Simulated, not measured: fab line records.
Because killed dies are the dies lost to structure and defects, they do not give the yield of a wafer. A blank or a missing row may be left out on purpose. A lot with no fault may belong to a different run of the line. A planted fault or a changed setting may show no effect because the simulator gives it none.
fab line records	flow n5-finfet
[record] lots = 7	wafers = 21
route steps=1938 shown BEOL_M13@1662 BEOL_M14@1753 BEOL_M15@1809 TV_OPEN@1888 PASSIVATION@1910
start-h: the number of hours between the record's first day and the start of the first shown wafer of the lot	wait-h: time in hours since the lot's previous step	" as in the row above	L1.1+2: a single row standing in for several wafers	- no value, or no start given	* or withheld: withheld	< > ~ a bound
route shown NAME@n: names a module that has steps shown in the file, with the first one's number in the route	usual: the fault-free wafers' mean and standard deviation	same: alike in all rows	chamber/n: place in a boat	sites: the reading at each site	_std_site: how widely they spread, as a standard deviation	_edge_site: mean of outer sites minus mean of inner sites	radius-mm: for every site, how far away it sits from the centre of the wafer	mask NAME#n: copy n	behind: the tool/chamber that last shaped the wafer	hold: what put the lot on hold/how long, in hours/how the hold closed	device: which transistor (n, p or np) failed to switch	end of line: the same wafers' tests at the end of the route	a step without rows: its recipe alone	killed: dies that structure and defects cost at the first sort, which is not the same as the wafer's yield	map: shows each die of a wafer: x if killed, . if not, _ if none is there
set.NAME: the run value of the setting; set.NAME@STEP: its run value at that earlier step	model.NAME: the simulator's own value behind a step, which no gauge read
lots with deliberately changed settings; one table per step, one row per wafer
[[steps]]
[step N5_BEOL_M13_COAT_04]
[recipe] spin-rpm = 1625	resist-thk-nm = 400
lot.wafer	tool	chamber	start-h	wait-h	set.spin-rpm	model.coat_of_BEOL_M13_COAT_04.thk-nm
L083.3	litho-track-01	0	-	-	1513	414.2
L083.4	"	0	"	"	1625	399
L083.6	"	0	"	"	1625	399.8
L090.1	litho-track-05	0	-	-	1625	399.6
L090.2	"	0	"	"	1625	399
L090.6	"	0	"	"	1625	400.6
L091.2+5	litho-track-02	0	-	-	1625	400.2
L091.4	"	0	"	"	1770	383.4
L089.2	litho-track-02	0	-	-	1625	401
L089.5	"	0	"	"	1498	416.6
L089.6	"	0	"	"	1498	416.2
L092.1+3	litho-track-05	0	-	-	1625	399.4
L092.5	"	0	"	"	1625	400
L094.2	litho-track-05	0	-	-	1625	400.4
L094.4	"	0	"	"	1625	402.8
L094.6	"	0	"	"	1625	401.2
L097.1	litho-track-05	0	-	-	1625	399.4
L097.2	"	0	"	"	1625	400.2
L097.4	"	0	"	"	1625	399.8
[step N5_BEOL_M13_EBR_06]
[recipe] solvent = PGMEA	ebr-width-mm = 1.5
[step N5_BEOL_M13_SOFTBAKE_05]
[recipe] temp-c = 130	time-s = 60
[step N5_BEOL_M13_DESCUM_15]
[recipe] chemistry = O2	time-s = 7.9	source-power-w = 50	bias-power-w = 20	pressure-mtorr = 20	rf-frequency-hz = 2.712e+07	temp-c = 40	o2-flow-sccm = 225
[step N5_BEOL_M13_ETCH_59]
[recipe] chemistry = N2/H2	target = BARC	target-depth-a = 890	overetch-a = 267	time-s = 67.9	ion-energy-ev = 200	pressure-mtorr = 30	source-w = 840	bias-w = 150	n2-flow-sccm = 200	h2-flow-sccm = 200
lot.wafer	tool	chamber	start-h	wait-h	set.spin-rpm@BEOL_M13_COAT_04	model.coat_of_BEOL_M13_COAT_04.thk-nm
L083.3	rie-diel-04	1	303.87	0.0	1513	333.4
L083.4	"	0	"	"	1625	314.6
L083.6	"	2	"	"	1625	319.6
L090.1	rie-diel-03	0	341.26	0.0	1625	317
L090.2	"	1	"	"	1625	315.6
L090.6	"	3	"	"	1625	318.2
L091.2	rie-diel-01	3	342.24	0.0	1625	318.8
L091.4	"	3	"	"	1770	302.2
L091.5	"	2	"	"	1625	314.8
L089.2	rie-diel-01	2	347.64	0.0	1625	316.6
L089.5+6	"	0,3	"	"	1498	335.2
L092.1	rie-diel-04	2	364.13	0.0	1625	319.4
L092.3	"	1	"	"	1625	319.2
L092.5	"	3	"	"	1625	320.4
L094.2	rie-diel-04	3	364.43	0.0	1625	320.4
L094.4	"	1	"	"	1625	322.4
L094.6	"	0	"	"	1625	316.8
L097.1	rie-diel-04	0	398.27	0.0	1625	315.2
L097.2	"	1	"	"	1625	320.2
L097.4	"	0	"	"	1625	316
[step N5_BEOL_M13_VIA_ETCH_16]
[recipe] chemistry = C4F8/O2/Ar	target = SiOC	pressure-mtorr = 30	source-w = 3000	bias-w = 700	Ar_flow_sccm = 400	C4F8_flow_sccm = 15	O2_flow_sccm = 8	he-inner-torr = 15	he-outer-torr = 30	target-depth-a = 9217	time-s = withheld	ion-energy-ev = 250	ends = cleared
lot.wafer	tool	chamber	start-h	wait-h	set.spin-rpm@BEOL_M13_COAT_04	model.coat_of_BEOL_M13_COAT_04.thk-nm
L083.3	rie-diel-04	1	303.92	0.0	1513	89
L083.4	"	0	"	"	1625	65.6
L083.6	"	2	"	"	1625	69.8
L090.1	rie-diel-03	0	341.31	0.0	1625	71.4
L090.2	"	1	"	"	1625	67.6
L090.6	"	3	"	"	1625	68.8
L091.2	rie-diel-01	3	342.30	0.0	1625	71.4
L091.4	"	3	"	"	1770	52.4
L091.5	"	2	"	"	1625	62.2
L089.2	rie-diel-01	2	347.69	0.0	1625	67.8
L089.5	"	0	"	"	1498	87.4
L089.6	"	3	"	"	1498	84
L092.1	rie-diel-04	2	364.18	0.0	1625	71
L092.3	"	1	"	"	1625	70.2
L092.5	"	3	"	"	1625	66.6
L094.2	rie-diel-04	3	364.48	0.0	1625	76
L094.4	"	1	"	"	1625	75
L094.6	"	0	"	"	1625	66.8
L097.1	rie-diel-04	0	398.32	0.0	1625	68.6
L097.2	"	1	"	"	1625	73.2
L097.4	"	0	"	"	1625	65.6
[step N5_BEOL_M13_STRIP_63]
[recipe] chemistry = N2/H2	power-w = 1000	temp-c = 250	h2-frac = 0.65	overash-fraction = 0.3	pressure-mtorr = 1000	n2-flow-sccm = 1750	h2-flow-sccm = 3250
[usual] strip-time-to-endpoint-s = 27.4/1.1
lot.wafer	tool	chamber	start-h	wait-h	set.spin-rpm@BEOL_M13_COAT_04	strip-time-to-endpoint-s
L083.3	plasma-asher-02	0	304.19	-	1513	33.1
L083.4	"	1	"	"	1625	26.4
L083.6	"	0	"	"	1625	27.6
L090.1	plasma-asher-01	0	341.55	-	1625	28.1
L090.2	"	1	"	"	1625	27.0
L090.6	"	1	"	"	1625	27.3
L091.2	plasma-asher-01	0	342.53	-	1625	28.1
L091.4	"	1	"	"	1770	22.4
L091.5	"	0	"	"	1625	25.4
L089.2	plasma-asher-01	0	347.92	-	1625	27.0
L089.5	"	1	"	"	1498	32.7
L089.6	"	0	"	"	1498	31.7
L092.1	plasma-asher-01	0	364.41	-	1625	28.0
L092.3	"	0	"	"	1625	27.7
L092.5	"	1	"	"	1625	26.7
L094.2	plasma-asher-02	1	364.72	-	1625	29.4
L094.4	"	1	"	"	1625	29.1
L094.6	"	1	"	"	1625	26.7
L097.1	plasma-asher-02	1	398.56	-	1625	27.2
L097.2	"	0	"	"	1625	28.6
L097.4	"	0	"	"	1625	26.4
[step N5_BEOL_M14_TRENCH_ETCH_34]
[recipe] chemistry = C4F8/O2/Ar	target = SiO2	target-depth-a = 5566.5	mask-material = SOC	he-inner-torr = 15	he-outer-torr = 30	time-s = 126.9	ion-energy-ev = 800	pressure-mtorr = 20	source-w = 1905	bias-w = 2040	Ar_flow_sccm = 400	C4F8_flow_sccm = 16	O2_flow_sccm = 12
[usual] rf-vpp-V = 2205/31
lot.wafer	tool	chamber	start-h	wait-h	set.bias-w	rf-vpp-V
L083.3	rie-diel-05	3	310.01	0.0	1842	2053
L083.4	"	2	"	"	2040	2259
L083.6	"	3	"	"	1842	2052
L090.1	rie-diel-05	3	348.56	0.0	2040	2204
L090.2	"	1	"	"	2040	2232
L090.6	"	0	"	"	2040	2173
L091.2	rie-diel-06	3	352.30	0.0	2040	2190
L091.4	"	2	"	"	2040	2164
L091.5	"	2	"	"	2040	2164
L089.2	rie-diel-02	0	354.19	0.0	2040	2219
L089.5	"	1	"	"	2248	2345
L089.6	"	2	"	"	2040	2152
L092.1	rie-diel-02	1	370.29	0.0	1754	1972
L092.3	"	0	"	"	1754	1996
L092.5	"	1	"	"	2040	2193
L094.2	rie-diel-02	1	371.22	0.0	2040	2195
L094.4	"	3	"	"	2040	2246
L094.6	"	1	"	"	1723	1947
L097.1	rie-diel-06	1	404.67	0.0	1862	2079
L097.2	"	2	"	"	1862	2028
L097.4	"	0	"	"	2040	2209
[step N5_BEOL_M15_TRENCH_ETCH_34]
[recipe] chemistry = C4F8/O2/Ar	target = SiO2	target-depth-a = 8729.3	he-inner-torr = 15	he-outer-torr = 30	time-s = 199	ion-energy-ev = 800	pressure-mtorr = 20	source-w = 1905	bias-w = 2040	Ar_flow_sccm = 400	C4F8_flow_sccm = 16	O2_flow_sccm = 12
[usual] rf-vpp-V = 2253/36
lot.wafer	tool	chamber	start-h	wait-h	set.bias-w	rf-vpp-V
L083.3	rie-diel-03	2	315.32	0.0	1931	2211
L083.4	"	3	"	"	1931	2192
L083.6	"	0	"	"	1931	2152
L090.1	rie-diel-04	1	353.38	0.0	2040	2265
L090.2	"	0	"	"	2040	2221
L090.6	"	0	"	"	2040	2220
L091.2	rie-diel-03	2	364.78	0.0	2040	2298
L091.4	"	0	"	"	2040	2235
L091.5	"	0	"	"	2040	2237
L089.2	rie-diel-01	2	365.54	0.0	2040	2209
L089.5	"	2	"	"	2040	2210
L089.6	"	0	"	"	2040	2190
L092.1	rie-diel-04	0	377.91	0.0	2040	2220
L092.3	"	2	"	"	1760	2090
L092.5	"	2	"	"	1760	2088
L094.2	rie-diel-03	2	378.51	0.0	1780	2086
L094.4	"	0	"	"	2040	2235
L094.6	"	0	"	"	2040	2236
L097.1	rie-diel-04	1	411.41	0.0	2040	2266
L097.2	"	3	"	"	1731	2040
L097.4	"	0	"	"	1731	1977
[step N5_BEOL_M15_SPUTTER_43]
[recipe] material = TaN	target-thk-a = 150	temp-c = 50	bias-v = 168.6	power-w = 15000	chamber-pressure-pa = 0.12	time-s = 24.19
lot.wafer	tool	chamber	start-h	wait-h	set.time-s	model.TaN_of_BEOL_M15_SPUTTER_43.thk-nm
L083.3	pvd-sputter-03	-	317.31	0.0	24.19	14.8
L083.4+6	"	-	"	"	22.36	13.8
L090.1	pvd-sputter-03	-	355.77	0.0	24.19	15
L090.2+6	"	-	"	"	24.19	15.2
L091.2	pvd-sputter-03	-	366.96	0.0	27.17	17.2
L091.4+5	"	-	"	"	24.19	15.4
L089.2+5	pvd-sputter-03	-	369.26	0.0	24.19	15
L089.6	"	-	"	"	24.19	15.2
L092.1	pvd-sputter-02	-	379.73	0.0	24.19	15.4
L092.3	"	-	"	"	24.19	15.2
L092.5	"	-	"	"	27.67	17.8
L094.2	pvd-sputter-01	-	380.15	0.0	24.19	15.2
L094.4	"	-	"	"	22.99	13.8
L094.6	"	-	"	"	24.19	15
L097.1	pvd-sputter-02	-	417.29	0.0	24.19	15
L097.2+4	"	-	"	"	24.19	15.4
[step N5_PASSIVATION_VIA_ETCH_13]
[recipe] chemistry = CHF3/O2	target = SiO2	target-depth-a = 6600	CHF3_flow_sccm = 50	O2_flow_sccm = 5	Ar_flow_sccm = 200	time-s = 330	mask-material = PR	pressure-mtorr = 30	source-w = 650	bias-w = 170	ion-energy-ev = 200	ends = cleared
[usual] rf-vpp-V = 527/11
lot.wafer	tool	chamber	start-h	wait-h	set.source-w	rf-vpp-V
L083.3	rie-diel-03	0	333.31	0.0	650	528
L083.4	"	2	"	"	650	544
L083.6	"	3	"	"	573.5	572
L090.1	rie-diel-01	2	366.48	0.0	650	521
L090.2	"	0	"	"	650	515
L090.6	"	0	"	"	650	514
L091.2	rie-diel-03	1	374.08	0.0	650	533
L091.4	"	3	"	"	557.7	580
L091.5	"	3	"	"	650	538
L089.2	rie-diel-04	1	379.16	0.0	724.8	508
L089.5	"	1	"	"	724.8	508
L089.6	"	0	"	"	650	523
L094.2	rie-diel-01	1	392.58	0.0	650	509
L094.4	"	0	"	"	741.8	483
L094.6	"	0	"	"	650	514
L092.1	rie-diel-01	3	393.11	0.0	650	528
L092.3	"	0	"	"	650	516
L092.5	"	0	"	"	650	516
L097.1	rie-diel-04	0	431.37	0.0	650	523
L097.2	"	3	"	"	650	541
L097.4	"	0	"	"	650	523
[step N5_PASSIVATION_ETCH_59]
[recipe] chemistry = Cl2/BCl3	target = TaN	target-depth-a = 650	time-s = 34.9	ion-energy-ev = 100	pressure-mtorr = 10	icp-w = 900	bias-w = 100	Cl2_flow_sccm = 60	bcl3-flow-sccm = 30
lot.wafer	tool	chamber	start-h	wait-h	set.time-s	model.etch.depth-nm
L083.3	rie-metal-02	1	335.15	0.2	34.9	62.42
L083.4	"	0	"	"	34.9	65.52
L083.6	"	0	"	"	29.59	55.26
L090.1	rie-metal-02	0	368.60	0.4	34.9	66.01
L090.2	"	1	"	"	34.9	62.62
L090.6	"	0	"	"	34.9	65.43
L091.2	rie-metal-03	0	376.32	0.3	34.9	65.51
L091.4	"	0	"	"	34.9	65.35
L091.5	"	1	"	"	34.9	66.31
L089.2	rie-metal-03	0	381.28	0.3	34.9	65.33
L089.5	"	1	"	"	34.9	66.28
L089.6	"	0	"	"	28.23	53.47
L094.2	rie-metal-03	1	394.63	0.3	34.9	65.75
L094.4	"	0	"	"	34.9	64.94
L094.6	"	1	"	"	39.22	74.1
L092.1	rie-metal-01	1	395.38	0.7	27.28	50.91
L092.3	"	1	"	"	34.9	65.02
L092.5	"	1	"	"	27.28	50.92
L097.1	rie-metal-02	0	433.14	0.3	29.86	55.56
L097.2	"	1	"	"	34.9	62.75
L097.4	"	1	"	"	29.86	53.54
[step N5_PASSIVATION_PECVD_35]
[recipe] material = SiNx	target-thk-a = 7000	temp-c = 400	precursor = SiH4/NH3/N2	pressure-torr = 4.9	rf-w = 1406	time-s = 151.3
lot.wafer	tool	chamber	start-h	wait-h	set.time-s	model.SiNx_of_PASSIVATION_PECVD_35.thk-nm
L083.3	pecvd-04	2	335.97	0.1	129.7	598.6
L083.4	"	2	"	"	151.3	707.2
L083.6	"	1	"	"	129.7	604.2
L090.1	pecvd-03	2	369.42	0.1	151.3	686.2
L090.2	"	1	"	"	151.3	686.8
L090.6	"	2	"	"	151.3	691.2
L091.2	pecvd-04	0	377.17	0.1	134.1	611.4
L091.4	"	0	"	"	134.1	632.4
L091.5	"	2	"	"	151.3	703.2
L089.2	pecvd-03	1	382.01	0.1	167.3	774.2
L089.5	"	2	"	"	167.3	772
L089.6	"	0	"	"	151.3	711.8
L094.2	pecvd-03	1	395.37	0.1	151.3	701
L094.4	"	2	"	"	139.7	648.8
L094.6	"	1	"	"	151.3	714.8
L092.1	pecvd-01	1	396.20	0.1	151.3	685.2
L092.3	"	0	"	"	151.3	691.2
L092.5	"	2	"	"	151.3	700
L097.1	pecvd-03	1	433.94	0.1	151.3	691
L097.2	"	0	"	"	143.6	663.8
L097.4	"	2	"	"	151.3	702.6
[[key]]
[split] step = N5_BEOL_M13_COAT_04	setting = spin-rpm	stated = 1625	by = wafer
[response] step = N5_BEOL_M13_COAT_04	reading = model.coat_of_BEOL_M13_COAT_04.thk-nm	change = -1.98	per = 1%	r = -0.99
[response] step = N5_BEOL_M13_ETCH_59	reading = model.coat_of_BEOL_M13_COAT_04.thk-nm	change = -2.06	per = 1%	r = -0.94
[response] step = N5_BEOL_M13_VIA_ETCH_16	reading = model.coat_of_BEOL_M13_COAT_04.thk-nm	change = -2.21	per = 1%	r = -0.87
[response] step = N5_BEOL_M13_STRIP_63	reading = strip-time-to-endpoint-s	change = *	per = 1%	r = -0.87
[split] step = N5_BEOL_M14_TRENCH_ETCH_34	setting = bias-w	stated = 2040	by = wafer
[response] step = N5_BEOL_M14_TRENCH_ETCH_34	reading = rf-vpp-V	change = +17.1	per = 1%	r = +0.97
[split] step = N5_BEOL_M15_TRENCH_ETCH_34	setting = bias-w	stated = 2040	by = wafer
[response] step = N5_BEOL_M15_TRENCH_ETCH_34	reading = rf-vpp-V	change = +13.1	per = 1%	r = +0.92
[split] step = N5_BEOL_M15_SPUTTER_43	setting = time-s	stated = 24.19	by = wafer
[response] step = N5_BEOL_M15_SPUTTER_43	reading = model.TaN_of_BEOL_M15_SPUTTER_43.thk-nm	change = +0.164	per = 1%	r = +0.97
[split] step = N5_PASSIVATION_VIA_ETCH_13	setting = source-w	stated = 650	by = wafer
[response] step = N5_PASSIVATION_VIA_ETCH_13	reading = rf-vpp-V	change = -2.41	per = 1%	r = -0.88
[split] step = N5_PASSIVATION_ETCH_59	setting = time-s	stated = 34.9	by = wafer
[response] step = N5_PASSIVATION_ETCH_59	reading = model.etch.depth-nm	change = +0.629	per = 1%	r = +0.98
[split] step = N5_PASSIVATION_PECVD_35	setting = time-s	stated = 151.3	by = wafer
[response] step = N5_PASSIVATION_PECVD_35	reading = model.SiNx_of_PASSIVATION_PECVD_35.thk-nm	change = +6.99	per = 1%	r = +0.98
